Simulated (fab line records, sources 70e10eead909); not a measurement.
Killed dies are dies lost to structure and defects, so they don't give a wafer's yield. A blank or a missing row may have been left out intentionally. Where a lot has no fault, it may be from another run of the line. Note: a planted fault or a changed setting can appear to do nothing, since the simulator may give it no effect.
Matching of chambers / flow nand_harc / NHARC_P_CONTACT_CMP_01 on cmp-03: 4 sister chambers
The step polishes SiO2, target thk 200 nm. 4 wafers are shown with their chamber, then 7 later ones without.

WAFERS PAIRED WITH THEIR CHAMBERS
wafer=L269.1; chamber=2; motor_current_A (A)=11.7
wafer=L269.6; chamber=3; motor_current_A (A)=13.4
wafer=L274.1; chamber=0; motor_current_A (A)=11.5
wafer=L274.3; chamber=1; motor_current_A (A)=13.4

WAFERS WITH NO CHAMBER GIVEN
wafer=L274.5; motor_current_A (A)=13.3
wafer=L279.4; motor_current_A (A)=12.9
wafer=L279.5; motor_current_A (A)=14.0
wafer=L279.6; motor_current_A (A)=11.5
wafer=L283.3; motor_current_A (A)=11.0
wafer=L283.5; motor_current_A (A)=11.8
wafer=L283.6; motor_current_A (A)=14.3

EACH ONE'S CHAMBER
wafer=L274.5; from the rows above=can't be placed: 1 or 3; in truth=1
wafer=L279.4; from the rows above=can't be placed: 1 or 3 or 2 or 0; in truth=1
wafer=L279.5; from the rows above=can't be placed: 1 or 3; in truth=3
wafer=L279.6; from the rows above=can't be placed: 0 or 2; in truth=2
wafer=L283.3; from the rows above=can't be placed: 0 or 2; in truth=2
wafer=L283.5; from the rows above=can't be placed: 2 or 0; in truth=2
wafer=L283.6; from the rows above=can't be placed: 1 or 3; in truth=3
0 of 7 placed correctly. Cannot be placed on the basis of these rows: 7; the candidates contain the true chamber in 7. 0 placed wrongly.
How it was worked out, from the rows above alone: a wafer's distance from a chamber is the root of the sum, over the readings, of the square of ((its reading less the chamber's mean) divided by the reading's scatter). The wafer belongs to the nearest chamber; if the next one is less than 2 further off, it can't be placed. For every chamber, the mean is computed from those of its wafers that are shown. The scatter: with one shown wafer a chamber, the root of the mean of the squares of how far each hidden wafer lies from its nearest shown one.
